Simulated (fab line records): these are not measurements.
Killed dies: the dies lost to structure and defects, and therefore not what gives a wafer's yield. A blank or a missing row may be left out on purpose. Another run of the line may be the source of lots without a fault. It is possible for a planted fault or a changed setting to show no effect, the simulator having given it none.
Chamber matching    flow n5-finfet    N5_BEOL_M6_ETCH_65 on rie-diel-01: 4 sister chambers
The step etches SiARC in CF4, target depth 15.6 nm, time 26 s. 4 wafers are shown with their chamber, then 9 later ones without.

## WAFERS WITH THEIR CHAMBER
wafer   chamber  showerhead-plenum-p-Torr (Torr)
L083.1  0        2.19
L085.1  1        2.06
L085.2  3        2.23
L085.4  2        2.26

## WAFERS WHOSE CHAMBER IS MISSING
wafer   showerhead-plenum-p-Torr (Torr)
L086.1  2.23
L086.3  2.18
L086.4  2.26
L092.1  2.22
L092.3  2.18
L092.6  2.18
L096.1  2.22
L096.3  2.05
L096.5  2.22

## THE CHAMBER EACH PASSED THROUGH
wafer   from the rows above  in truth
L086.1  3                    3
L086.3  0                    0
L086.4  2                    2
L092.1  3                    3
L092.3  0                    0
L092.6  0                    0
L096.1  3                    3
L096.3  1                    1
L096.5  3                    3
9 of 9 placed correctly. Can't be placed from these rows: 0. Number placed wrongly: 0.
How it was worked out, from the rows above alone: a wafer's distance from a chamber is the root of the sum, over the readings, of the square of ((its reading less the chamber's mean) divided by the reading's scatter). If the next closest chamber is less than 2 further off than the closest, the wafer can't be placed; otherwise it belongs to the closest. A chamber's mean is the mean of its shown wafers. The scatter: root of mean squared gap, hidden wafer to nearest shown wafer, with one shown wafer a chamber.
